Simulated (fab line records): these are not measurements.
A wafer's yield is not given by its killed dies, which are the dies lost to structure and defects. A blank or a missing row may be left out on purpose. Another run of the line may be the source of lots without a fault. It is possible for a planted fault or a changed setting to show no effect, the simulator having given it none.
Matching of chambers | flow n5-finfet | N5_BEOL_M6_DESCUM_33 on rie-diel-01 has 4 sister chambers
The step chemistry O2, time 7 s. 4 wafers are shown with their chamber, then 8 later ones without.

== WAFERS WITH THEIR CHAMBER ==
wafer  | chamber | showerhead-plenum-p-Torr (Torr)
L081.5 | 2       | 2.18
L082.2 | 0       | 2.03
L082.5 | 3       | 2.17
L091.1 | 1       | 2.04

== WAFERS MISSING THEIR CHAMBER ==
wafer  | showerhead-plenum-p-Torr (Torr)
L091.2 | 2.17
L091.3 | 2.16
L091.4 | 2.02
L091.5 | 2.16
L091.6 | 2.17
L095.1 | 2.01
L095.2 | 2.04
L095.4 | 2.17

== WHICH CHAMBER EACH WENT THROUGH ==
wafer  | from the rows above     | in truth
L091.2 | can't be placed: 3 or 2 | 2
L091.3 | can't be placed: 3 or 2 | 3
L091.4 | can't be placed: 0 or 1 | 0
L091.5 | can't be placed: 3 or 2 | 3
L091.6 | can't be placed: 3 or 2 | 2
L095.1 | can't be placed: 0 or 1 | 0
L095.2 | can't be placed: 1 or 0 | 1
L095.4 | can't be placed: 3 or 2 | 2
Correctly placed: 0 of 8. From these rows, 8 cannot be placed; in 8 the true chamber is one of the candidates. 0 placed wrongly.
How it was worked out, from the rows above alone: a wafer's distance from a chamber is the root of the sum, over the readings, of the square of ((its reading less the chamber's mean) divided by the reading's scatter). If the next closest chamber is less than 2 further off than the closest, the wafer can't be placed; otherwise it belongs to the closest. For every chamber, the mean is computed from those of its wafers that are shown. The scatter: root of mean squared gap, hidden wafer to nearest shown wafer, with one shown wafer a chamber.
